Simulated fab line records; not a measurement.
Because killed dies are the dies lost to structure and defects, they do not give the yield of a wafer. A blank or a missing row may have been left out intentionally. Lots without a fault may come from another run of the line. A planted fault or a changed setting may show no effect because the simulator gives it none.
Lot-split experiment    flow n5Finfet    21 wafers read from 7 lots, route of 1938 steps

THE SPLIT
At N5_ZERO_LAYER_EXPOSE_08 (exposes mask ZERO, defocus 0 nm, target cd 2000 nm), the setting doseMj was moved away from the recipe's 16.2 on 7 of the 21 wafers read, by -7.3% to +5.9%. The other wafers ran this setting at the recipe's value.

FROM THE SPLIT TO THE READING: what the file shows between them, 3 steps
- N5_ZERO_LAYER_PEB_09
- N5_ZERO_LAYER_DEVELOP_10: develop time 60 s
- N5_ZERO_LAYER_HARDBAKE_23: time 120 s

THE READING
At N5_ZERO_LAYER_CD_MEAS_11: cdNm in nanometres, against a target cd of 2000 nm. Typical for fault-free wafers on this fab line: 2000.5 nm, with standard deviation 1.4 nm.

wafer   tool, chamber at the split  doseMj as run  against the recipe  cdNm, nm  against lot-mates on the recipe
L079.2  krfScanner-02, 0            17.15          +5.9%               2013.7    +12.9
L079.4  krfScanner-02, 0            16.2           recipe              2000.5    -
L079.5  krfScanner-02, 0            16.2           recipe              2001.2    -
L080.1  krfScanner-02, 0            16.2           recipe              1999.6    -
L080.2  krfScanner-02, 0            16.2           recipe              2001.3    -
L080.6  krfScanner-02, 0            16.2           recipe              1998.9    -
L082.2  krfScanner-01, 0            15.01          -7.3%               1987.2    -16.2
L082.4  krfScanner-01, 0            15.01          -7.3%               1984.5    -18.9
L082.5  krfScanner-01, 0            16.2           recipe              2003.4    -
L084.1  krfScanner-02, 0            16.2           recipe              1999.7    -
L084.4  krfScanner-02, 0            16.2           recipe              2000.2    -
L084.6  krfScanner-02, 0            16.2           recipe              2001.7    -
L091.1  krfScanner-02, 0            16.67          +2.9%               2005.8    +2.6
L091.3  krfScanner-02, 0            16.2           recipe              2003.2    -
L091.4  krfScanner-02, 0            16.67          +2.9%               2007.0    +3.8
L092.1  krfScanner-01, 0            16.2           recipe              1999.7    -
L092.2  krfScanner-01, 0            15.16          -6.4%               1987.6    -12.1
L092.5  krfScanner-01, 0            15.16          -6.4%               1985.7    -14.0
L097.2  krfScanner-02, 0            16.2           recipe              2000.6    -
L097.5  krfScanner-02, 0            16.2           recipe              2000.8    -
L097.6  krfScanner-02, 0            16.2           recipe              2000.7    -

FIT RESULTS
A straight line over all 21 wafers: cdNm changes by +2.11 nm for each +1% of doseMj; r = +0.99; the points scatter about the line by 1.3 nm.
The same after taking each lot's own level away (the mean of its wafers on the recipe; 21 wafers): +2.12 nm for each +1%; r = +0.98; scatter 1.3 nm.
That fit puts the effect of the largest move of doseMj on the reading at 16 nm.
From 1999.70 to 2003.40 nm: that is the span of the lots' own levels, equal to 2.6 times the standard deviation above.
Hence the lot-to-lot level has little effect on the slope; both slopes agree.
Check: for one of the wafers moved furthest among these (-7.3%), held out of the fit, the line's prediction against its lot-mates is -15.9 nm. It came out at -16.2 nm against them.

THE WHOLE CHAIN: every reading that the file lists as answering this split, in the file's order
step                      what it does                                         reading                                                           change (the file's fit)               r (the file's)
N5_ZERO_LAYER_CD_MEAS_11  target cd 2000 nm                                    cdNm                                                              +2.16 nm for each +1% of the setting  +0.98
N5_ZERO_LAYER_DESCUM_16   chemistry O2, time 7.9 s                             ZERO_LAYER.cdNm (the simulator's own value, which no gauge read)  +2.16 nm for each +1% of the setting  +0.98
N5_ZERO_LAYER_ETCH_17     etches SiO2 in CF4, target depth 12 nm, time 13.3 s  ZERO_LAYER.cdNm (the simulator's own value, which no gauge read)  +2.15 nm for each +1% of the setting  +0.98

FILE'S OWN FIT
cdNm changes by +2.16 nm for each +1% of doseMj, r = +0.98.
